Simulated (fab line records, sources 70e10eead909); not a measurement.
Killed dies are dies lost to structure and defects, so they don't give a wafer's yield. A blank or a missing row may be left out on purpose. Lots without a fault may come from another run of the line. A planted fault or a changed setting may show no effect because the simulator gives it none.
Which tool did it? | flow nand_harc | 22 lots, 66 wafers sampled, at 6 steps of a route of 1302

WHAT THE GAUGES READ, wafer by wafer
The record holds no reading of a measuring or inspecting step that can be judged against a usual standard deviation.

WHICH TOOL RAN EACH LOT (tool, then ch and the chambers of the sampled wafers, then the start)
lot  | NHARC_A_STAIRCASE_DESCUM_219       | NHARC_A_STAIRCASE_TRIM_229         | NHARC_A_STAIRCASE_ETCH_236     | NHARC_A_STAIRCASE_HM_OPEN_460  | NHARC_A_STAIRCASE_HM_OPEN_463  | NHARC_A_STAIRCASE_ETCH_315
L074 | rie_diel-03 ch 2,3, day 15 16:50   | rie_diel-07 ch 0,2,3, day 15 18:02 | rie_diel-07 ch 0,1, no start   | rie_diel-01 ch 0,2,3, no start | rie_diel-03 ch 1,2, no start   | rie_diel-03 ch 1,2, no start
L075 | rie_diel-07 ch 0,2,3, day 16 11:31 | rie_diel-03 ch 1,2,3, day 16 12:43 | rie_diel-03 ch 0,1,3, no start | rie_diel-03 ch 0,1,3, no start | rie_diel-03 ch 0,3, no start   | rie_diel-03 ch 1,2, no start
L076 | rie_diel-03 ch 1,3, day 16 21:50   | rie_diel-03 ch 0,3, day 16 23:08   | rie_diel-03 ch 0,3, no start   | rie_diel-07 ch 0,1, no start   | rie_diel-07 ch 2,3, no start   | rie_diel-07 ch 2,3, no start
L077 | rie_diel-01 ch 0,1,3, day 17 16:32 | rie_diel-01 ch 0,2,3, day 17 17:39 | rie_diel-01 ch 0,1,2, no start | rie_diel-01 ch 1,2,3, no start | rie_diel-07 ch 0,2,3, no start | rie_diel-07 ch 1,2,3, no start
L080 | rie_diel-07 ch 2,3, day 18 08:01   | rie_diel-07 ch 0,1,3, day 18 09:10 | rie_diel-07 ch 0,2,3, no start | rie_diel-01 ch 1,2,3, no start | rie_diel-07 ch 0,3, no start   | rie_diel-07 ch 0,3, no start
L081 | rie_diel-01 ch 0,3, day 19 04:45   | rie_diel-07 ch 0,2, day 19 05:53   | rie_diel-07 ch 0,2,3, no start | rie_diel-01 ch 1,2,3, no start | rie_diel-07 ch 1,2,3, no start | rie_diel-07 ch 0,1, no start
L082 | rie_diel-03 ch 0,1,3, day 19 15:48 | rie_diel-03 ch 0,2, day 19 16:55   | rie_diel-03 ch 0,1, no start   | rie_diel-07 ch 0,1,2, no start | rie_diel-07 ch 0,1, no start   | rie_diel-07 ch 0,2,3, no start
L083 | rie_diel-01 ch 0,2,3, day 20 07:44 | rie_diel-01 ch 0,1, day 20 09:19   | rie_diel-01 ch 0,1,3, no start | rie_diel-01 ch 0,1,2, no start | rie_diel-01 ch 1,2, no start   | rie_diel-01 ch 1,2,3, no start
L085 | rie_diel-01 ch 2,3, day 20 18:43   | rie_diel-03 ch 2,3, day 20 20:08   | rie_diel-03 ch 0,2, no start   | rie_diel-01 ch 0,1,2, no start | rie_diel-01 ch 1,2, no start   | rie_diel-01 ch 1,2, no start
L084 | rie_diel-01 ch 0,1, day 20 21:02   | rie_diel-01 ch 0,2,3, day 20 22:11 | rie_diel-01 ch 1,3, no start   | rie_diel-03 ch 0,1,2, no start | rie_diel-03 ch 0,2, no start   | rie_diel-03 ch 0,1,2, no start
L086 | rie_diel-03 ch 0,2,3, day 21 02:49 | rie_diel-01 ch 0,2, day 21 04:05   | rie_diel-01 ch 0,1,3, no start | rie_diel-07 ch 1,2,3, no start | rie_diel-01 ch 1,2,3, no start | rie_diel-01 ch 0,2,3, no start
L088 | rie_diel-01 ch 1,3, day 21 14:16   | rie_diel-03 ch 0,3, day 21 15:35   | rie_diel-03 ch 0,1,3, no start | rie_diel-07 ch 1,2,3, no start | rie_diel-07 ch 0,2,3, no start | rie_diel-07 ch 1,3, no start
L087 | rie_diel-03 ch 1,2, day 21 15:31   | rie_diel-01 ch 0,1,2, day 21 16:59 | rie_diel-01 ch 0,1,2, no start | rie_diel-03 ch 1,2, no start   | rie_diel-03 ch 1,3, no start   | rie_diel-03 ch 2,3, no start
L089 | rie_diel-01 ch 0,1,2, day 21 20:56 | rie_diel-07 ch 2,3, day 21 22:02   | rie_diel-07 ch 0,1,3, no start | rie_diel-01 ch 1,2,3, no start | rie_diel-07 ch 2,3, no start   | rie_diel-07 ch 0,1,3, no start
L090 | rie_diel-01 ch 1,2,3, day 22 10:19 | rie_diel-03 ch 0,1, day 22 12:47   | rie_diel-03 ch 1,2, no start   | rie_diel-03 ch 0,1, no start   | rie_diel-01 ch 0,2, no start   | rie_diel-01 ch 0,1,2, no start
L091 | rie_diel-03 ch 1,2,3, day 22 20:44 | rie_diel-01 ch 0,3, day 22 21:51   | rie_diel-01 ch 0,2, no start   | rie_diel-07 ch 0,2,3, no start | rie_diel-07 ch 2,3, no start   | rie_diel-07 ch 0,2,3, no start
L093 | rie_diel-03 ch 0,1, day 23 19:06   | rie_diel-01 ch 2,3, day 23 20:12   | rie_diel-01 ch 0,1,3, no start | rie_diel-03 ch 0,2, no start   | rie_diel-07 ch 0,2, no start   | rie_diel-07 ch 0,1, no start
L092 | rie_diel-07 ch 0,2, day 23 19:35   | rie_diel-07 ch 0,2, day 23 20:53   | rie_diel-07 ch 0,2,3, no start | rie_diel-03 ch 0,2, no start   | rie_diel-03 ch 0,2,3, no start | rie_diel-03 ch 2,3, no start
L094 | rie_diel-03 ch 0,1,2, day 24 06:30 | rie_diel-07 ch 0,1,2, day 24 07:41 | rie_diel-07 ch 1,2,3, no start | rie_diel-01 ch 0,1,2, no start | rie_diel-07 ch 0,1,2, no start | rie_diel-07 ch 0,2,3, no start
L095 | rie_diel-07 ch 0,2,3, day 24 15:35 | rie_diel-07 ch 0,1,2, day 24 17:50 | rie_diel-07 ch 0,2, no start   | rie_diel-03 ch 0,2,3, no start | rie_diel-01 ch 1,3, no start   | rie_diel-01 ch 1,2, no start
L096 | rie_diel-03 ch 2,3, day 25 14:29   | rie_diel-03 ch 0,2, day 25 16:02   | rie_diel-03 ch 1,2,3, no start | rie_diel-01 ch 0,1, no start   | rie_diel-01 ch 0,3, no start   | rie_diel-01 ch 0,1, no start
L097 | rie_diel-03 ch 0,1, day 26 00:44   | rie_diel-03 ch 0,1,2, day 26 01:53 | rie_diel-03 ch 0,2,3, no start | rie_diel-01 ch 0,3, no start   | rie_diel-07 ch 1,2, no start   | rie_diel-07 ch 2,3, no start
- NHARC_A_STAIRCASE_DESCUM_219: chemistry O2, time 3 s.
- NHARC_A_STAIRCASE_TRIM_229: chemistry O2, time 211.2 s.
- NHARC_A_STAIRCASE_ETCH_236: etches the open film in C4F8/O2, target depth 100 nm, time 40.5 s.
- NHARC_A_STAIRCASE_HM_OPEN_460: chemistry O2/COS.
- NHARC_A_STAIRCASE_HM_OPEN_463: chemistry O2/COS.
- NHARC_A_STAIRCASE_ETCH_315: etches the open film in C4F8/O2/Ar, target depth 2500 nm, time 607.1 s.

WHAT THE TOOLS THEMSELVES READ (means of the sampled wafers that have a number; where no wafer has one, the mark that the record gives instead)
NHARC_A_STAIRCASE_DESCUM_219. Usual: drypump_motor_current_A 5.7 A, standard deviation 0.49; oes_product_au 1.005 a.u., standard deviation 0.013; rf_vpp_V 57.9 V, standard deviation 0.85; showerhead_plenum_p_Torr 1.92 Torr, standard deviation 0.096; throttle_valve_pct 11.311 %, standard deviation 0.0082.
lot  | tool        | drypump_motor_current_A (A) | oes_product_au (a.u.) | rf_vpp_V (V) | showerhead_plenum_p_Torr (Torr) | throttle_valve_pct (%) | flag
L074 | rie_diel-03 | 5.9                         | 1.006                 | 58.6         | 1.86                            | 11.306                 |
L075 | rie_diel-07 | 5.9                         | 1.018                 | 57.7         | 2.02                            | 11.315                 |
L076 | rie_diel-03 | 6.1                         | 0.995                 | 58.4         | 1.95                            | 11.319                 |
L077 | rie_diel-01 | 5.3                         | 0.999                 | 57.4         | 1.92                            | 11.307                 |
L080 | rie_diel-07 | 5.9                         | 1.029                 | 58.6         | 1.99                            | 11.312                 |
L081 | rie_diel-01 | 5.0                         | 1.003                 | 58.4         | 1.96                            | 11.321                 |
L082 | rie_diel-03 | 5.6                         | 1.016                 | 57.3         | 1.91                            | 11.309                 |
L083 | rie_diel-01 | 5.1                         | 1.003                 | 58.2         | 1.88                            | 11.316                 |
L085 | rie_diel-01 | 5.1                         | 1.009                 | 57.3         | 1.80                            | 11.318                 |
L084 | rie_diel-01 | 5.7                         | 1.005                 | 57.9         | 1.93                            | 11.316                 |
L086 | rie_diel-03 | 5.6                         | 1.007                 | 58.4         | 1.94                            | 11.313                 |
L088 | rie_diel-01 | 5.7                         | 1.009                 | 57.7         | 1.86                            | 11.310                 |
L087 | rie_diel-03 | 6.3                         | 1.001                 | 59.1         | 2.00                            | 11.316                 |
L089 | rie_diel-01 | 5.5                         | 1.003                 | 56.9         | 1.89                            | 11.306                 |
L090 | rie_diel-01 | 5.5                         | 1.007                 | 57.6         | 1.82                            | 11.310                 |
L091 | rie_diel-03 | 6.1                         | 1.014                 | 57.9         | 1.97                            | 11.306                 |
L093 | rie_diel-03 | 5.3                         | 1.000                 | 57.9         | 1.90                            | 11.312                 |
L092 | rie_diel-07 | 5.9                         | 0.987                 | 58.3         | 2.01                            | 11.309                 |
L094 | rie_diel-03 | 5.8                         | 0.996                 | 57.6         | 1.96                            | 11.316                 |
L095 | rie_diel-07 | 5.9                         | 0.992                 | 58.8         | 2.00                            | 11.311                 |
L096 | rie_diel-03 | 6.1                         | 0.999                 | 58.2         | 2.00                            | 11.314                 |
L097 | rie_diel-03 | 5.8                         | 1.010                 | 57.2         | 1.93                            | 11.311                 |

NHARC_A_STAIRCASE_TRIM_229. Usual: drypump_motor_current_A 5.7 A, standard deviation 0.46; oes_product_au 1.006 a.u., standard deviation 0.013; rf_vpp_V 57.8 V, standard deviation 0.91; showerhead_plenum_p_Torr 3.55 Torr, standard deviation 0.16; throttle_valve_pct 17.036 %, standard deviation 0.0092.
lot  | tool        | drypump_motor_current_A (A) | oes_product_au (a.u.) | rf_vpp_V (V) | showerhead_plenum_p_Torr (Torr) | throttle_valve_pct (%) | flag
L074 | rie_diel-07 | 5.9                         | 1.018                 | 57.7         | 3.71                            | 17.039                 |
L075 | rie_diel-03 | 6.1                         | 1.014                 | 57.2         | 3.47                            | 17.033                 |
L076 | rie_diel-03 | 5.5                         | 1.011                 | 57.4         | 3.49                            | 17.042                 |
L077 | rie_diel-01 | 5.2                         | 0.990                 | 56.9         | 3.47                            | 17.037                 |
L080 | rie_diel-07 | 5.7                         | 1.017                 | 57.8         | 3.59                            | 17.038                 |
L081 | rie_diel-07 | 5.9                         | 1.004                 | 58.4         | 3.71                            | 17.041                 |
L082 | rie_diel-03 | 5.3                         | 1.002                 | 57.5         | 3.40                            | 17.030                 |
L083 | rie_diel-01 | 5.7                         | 1.007                 | 57.6         | 3.56                            | 17.037                 |
L085 | rie_diel-03 | 5.9                         | 1.020                 | 58.3         | 3.59                            | 17.036                 |
L084 | rie_diel-01 | 5.2                         | 1.002                 | 58.1         | 3.46                            | 17.031                 |
L086 | rie_diel-01 | 5.3                         | 1.007                 | 57.5         | 3.44                            | 17.028                 |
L088 | rie_diel-03 | 5.5                         | 1.020                 | 57.7         | 3.47                            | 17.033                 |
L087 | rie_diel-01 | 5.5                         | 0.997                 | 57.5         | 3.49                            | 17.025                 |
L089 | rie_diel-07 | 5.9                         | 1.013                 | 58.6         | 3.65                            | 17.037                 |
L090 | rie_diel-03 | 5.3                         | 1.000                 | 57.6         | 3.51                            | 17.041                 |
L091 | rie_diel-01 | 5.1                         | 0.999                 | 57.8         | 3.59                            | 17.030                 |
L093 | rie_diel-01 | 5.3                         | 0.994                 | 57.3         | 3.31                            | 17.030                 |
L092 | rie_diel-07 | 5.9                         | 0.995                 | 57.9         | 3.65                            | 17.041                 |
L094 | rie_diel-07 | 5.7                         | 1.000                 | 57.9         | 3.54                            | 17.038                 |
L095 | rie_diel-07 | 5.8                         | 0.998                 | 57.9         | 3.54                            | 17.039                 |
L096 | rie_diel-03 | 5.3                         | 0.997                 | 58.1         | 3.55                            | 17.035                 |
L097 | rie_diel-03 | 5.8                         | 1.003                 | 58.1         | 3.61                            | 17.038                 |

NHARC_A_STAIRCASE_ETCH_236. Usual: oes_product_au 0.947 a.u., standard deviation 0.013; rf_vpp_V 897 V, standard deviation 6.1.
lot  | tool        | oes_product_au (a.u.) | rf_vpp_V (V) | flag
L074 | rie_diel-07 | 0.924                 | 899          |
L075 | rie_diel-03 | 0.939                 | 897          |
L076 | rie_diel-03 | 0.955                 | 894          |
L077 | rie_diel-01 | 0.942                 | 896          |
L080 | rie_diel-07 | 0.944                 | 902          |
L081 | rie_diel-07 | 0.963                 | 903          |
L082 | rie_diel-03 | 0.961                 | 895          |
L083 | rie_diel-01 | 0.946                 | 896          |
L085 | rie_diel-03 | 0.938                 | 901          |
L084 | rie_diel-01 | 0.945                 | 891          |
L086 | rie_diel-01 | 0.936                 | 895          |
L088 | rie_diel-03 | 0.952                 | 895          |
L087 | rie_diel-01 | 0.957                 | 894          |
L089 | rie_diel-07 | 0.950                 | 897          |
L090 | rie_diel-03 | 0.947                 | 902          |
L091 | rie_diel-01 | 0.940                 | 897          |
L093 | rie_diel-01 | 0.938                 | 895          |
L092 | rie_diel-07 | 0.942                 | 902          |
L094 | rie_diel-07 | 0.942                 | 895          |
L095 | rie_diel-07 | 0.939                 | 901          |
L096 | rie_diel-03 | 0.959                 | 898          |
L097 | rie_diel-03 | 0.953                 | 898          |

NHARC_A_STAIRCASE_HM_OPEN_460. Usual: cos_flow_sccm 19.99 sccm, standard deviation 0.061; drypump_motor_current_A 5.6 A, standard deviation 0.5; oes_product_au 1.003 a.u., standard deviation 0.013; rf_vpp_V 467 V, standard deviation 3.3; showerhead_plenum_p_Torr 3.13 Torr, standard deviation 0.15; throttle_valve_pct 28.329 %, standard deviation 0.01.
lot  | tool        | cos_flow_sccm (sccm) | drypump_motor_current_A (A) | oes_product_au (a.u.) | rf_vpp_V (V) | showerhead_plenum_p_Torr (Torr) | throttle_valve_pct (%) | flag
L074 | rie_diel-01 | 20.01                | 5.2                         | 0.990                 | 466          | 3.07                            | 28.330                 |
L075 | rie_diel-03 | 19.92                | 5.6                         | 1.014                 | 467          | 3.13                            | 28.322                 |
L076 | rie_diel-07 | 20.04                | 5.8                         | 0.996                 | 469          | 3.19                            | 28.332                 |
L077 | rie_diel-01 | 19.93                | 5.4                         | 1.004                 | 465          | 3.00                            | 28.328                 |
L080 | rie_diel-01 | 19.97                | 5.5                         | 0.994                 | 464          | 2.99                            | 28.333                 |
L081 | rie_diel-01 | 19.94                | 5.5                         | 1.002                 | 464          | 2.99                            | 28.335                 |
L082 | rie_diel-07 | 20.03                | 5.8                         | 1.013                 | 467          | 3.15                            | 28.331                 |
L083 | rie_diel-01 | 20.03                | 5.5                         | 1.005                 | 467          | 3.10                            | 28.328                 |
L085 | rie_diel-01 | 19.99                | 5.6                         | 0.995                 | 466          | 3.09                            | 28.327                 |
L084 | rie_diel-03 | 20.02                | 5.8                         | 0.998                 | 469          | 3.21                            | 28.330                 |
L086 | rie_diel-07 | 19.93                | 5.7                         | 1.013                 | 468          | 3.13                            | 28.329                 |
L088 | rie_diel-07 | 19.99                | 5.7                         | 1.005                 | 468          | 3.13                            | 28.330                 |
L087 | rie_diel-03 | 20.06                | 6.2                         | 0.990                 | 471          | 3.31                            | 28.328                 |
L089 | rie_diel-01 | 19.97                | 5.5                         | 1.005                 | 464          | 2.98                            | 28.331                 |
L090 | rie_diel-03 | 20.01                | 5.3                         | 0.998                 | 467          | 3.11                            | 28.335                 |
L091 | rie_diel-07 | 20.00                | 5.9                         | 1.001                 | 470          | 3.26                            | 28.331                 |
L093 | rie_diel-03 | 19.98                | 5.7                         | 0.986                 | 470          | 3.25                            | 28.318                 |
L092 | rie_diel-03 | 20.02                | 5.7                         | 0.999                 | 469          | 3.25                            | 28.329                 |
L094 | rie_diel-01 | 20.03                | 5.5                         | 1.000                 | 470          | 3.23                            | 28.338                 |
L095 | rie_diel-03 | 20.00                | 5.6                         | 0.995                 | 468          | 3.16                            | 28.322                 |
L096 | rie_diel-01 | 20.02                | 5.7                         | 1.009                 | 468          | 3.13                            | 28.329                 |
L097 | rie_diel-01 | 19.99                | 5.0                         | 1.003                 | 467          | 3.06                            | 28.331                 |

NHARC_A_STAIRCASE_HM_OPEN_463. Usual: cos_flow_sccm 20.01 sccm, standard deviation 0.064; drypump_motor_current_A 5.7 A, standard deviation 0.42; oes_product_au 1.004 a.u., standard deviation 0.013; rf_vpp_V 468 V, standard deviation 3.5; showerhead_plenum_p_Torr 3.14 Torr, standard deviation 0.16; throttle_valve_pct 28.330 %, standard deviation 0.0083.
lot  | tool        | cos_flow_sccm (sccm) | drypump_motor_current_A (A) | oes_product_au (a.u.) | rf_vpp_V (V) | showerhead_plenum_p_Torr (Torr) | throttle_valve_pct (%) | flag
L074 | rie_diel-03 | 20.03                | 6.3                         | 1.010                 | 468          | 3.11                            | 28.333                 |
L075 | rie_diel-03 | 20.06                | 5.5                         | 1.021                 | 466          | 3.09                            | 28.332                 |
L076 | rie_diel-07 | 20.04                | 5.9                         | 1.025                 | 469          | 3.24                            | 28.329                 |
L077 | rie_diel-07 | 20.10                | 5.9                         | 1.019                 | 470          | 3.28                            | 28.338                 |
L080 | rie_diel-07 | 20.02                | 5.8                         | 1.013                 | 472          | 3.30                            | 28.319                 |
L081 | rie_diel-07 | 20.06                | 5.7                         | 1.008                 | 468          | 3.13                            | 28.339                 |
L082 | rie_diel-07 | 20.03                | 5.6                         | 0.992                 | 465          | 3.05                            | 28.338                 |
L083 | rie_diel-01 | 19.99                | 5.9                         | 1.006                 | 465          | 3.02                            | 28.330                 |
L085 | rie_diel-01 | 20.03                | 5.7                         | 1.007                 | 464          | 2.96                            | 28.340                 |
L084 | rie_diel-03 | 19.92                | 5.8                         | 0.987                 | 470          | 3.27                            | 28.328                 |
L086 | rie_diel-01 | 20.02                | 5.4                         | 1.007                 | 465          | 2.98                            | 28.329                 |
L088 | rie_diel-07 | 20.00                | 5.9                         | 0.991                 | 470          | 3.26                            | 28.331                 |
L087 | rie_diel-03 | 19.95                | 6.1                         | 1.021                 | 468          | 3.16                            | 28.332                 |
L089 | rie_diel-07 | 20.12                | 5.9                         | 1.004                 | 469          | 3.22                            | 28.331                 |
L090 | rie_diel-01 | 20.03                | 5.2                         | 0.997                 | 468          | 3.16                            | 28.327                 |
L091 | rie_diel-07 | 20.01                | 5.8                         | 1.004                 | 470          | 3.25                            | 28.325                 |
L093 | rie_diel-07 | 20.06                | 5.9                         | 0.987                 | 471          | 3.26                            | 28.336                 |
L092 | rie_diel-03 | 19.98                | 5.6                         | 1.004                 | 468          | 3.16                            | 28.332                 |
L094 | rie_diel-07 | 20.01                | 5.8                         | 0.998                 | 467          | 3.13                            | 28.331                 |
L095 | rie_diel-01 | 19.96                | 5.3                         | 0.990                 | 464          | 2.98                            | 28.334                 |
L096 | rie_diel-01 | 20.01                | 5.0                         | 0.995                 | 466          | 3.06                            | 28.329                 |
L097 | rie_diel-07 | 20.02                | 5.6                         | 0.993                 | 464          | 2.99                            | 28.322                 |

NHARC_A_STAIRCASE_ETCH_315. Usual: oes_product_au 0.935 a.u., standard deviation 0.012; rf_vpp_V 1828 V, standard deviation 13.
lot  | tool        | oes_product_au (a.u.) | rf_vpp_V (V) | flag
L074 | rie_diel-03 | 0.929                 | 1817         |
L075 | rie_diel-03 | 0.937                 | 1826         |
L076 | rie_diel-07 | 0.949                 | 1837         |
L077 | rie_diel-07 | 0.931                 | 1828         |
L080 | rie_diel-07 | 0.940                 | 1843         |
L081 | rie_diel-07 | 0.934                 | 1832         |
L082 | rie_diel-07 | 0.944                 | 1839         |
L083 | rie_diel-01 | 0.944                 | 1815         |
L085 | rie_diel-01 | 0.940                 | 1818         |
L084 | rie_diel-03 | 0.932                 | 1834         |
L086 | rie_diel-01 | 0.934                 | 1821         |
L088 | rie_diel-07 | 0.934                 | 1818         |
L087 | rie_diel-03 | 0.938                 | 1838         |
L089 | rie_diel-07 | 0.932                 | 1830         |
L090 | rie_diel-01 | 0.931                 | 1824         |
L091 | rie_diel-07 | 0.923                 | 1838         |
L093 | rie_diel-07 | 0.934                 | 1820         |
L092 | rie_diel-03 | 0.937                 | 1837         |
L094 | rie_diel-07 | 0.940                 | 1838         |
L095 | rie_diel-01 | 0.938                 | 1830         |
L096 | rie_diel-01 | 0.943                 | 1833         |
L097 | rie_diel-07 | 0.946                 | 1834         |

THE ANSWER, worked out from the rows above alone
Rule: a lot is off if the mean of its wafers that have a number lies more than 3 standard deviations from the usual mean. A lot without any number at a reading at which 4 lots or more have one is off too. The other lots that the step has rows for count as sound. The gauges are gone through in route order, then the tools' own readings, and for those a lot's mean is taken as printed above. The first step at which some lot is off is used, and at that step the reading that is off furthest; a lot without a number counts as furthest.
No lot is off at any reading shown: from this, nothing can be told.

WHAT THE SIMULATOR HAD PUT IN
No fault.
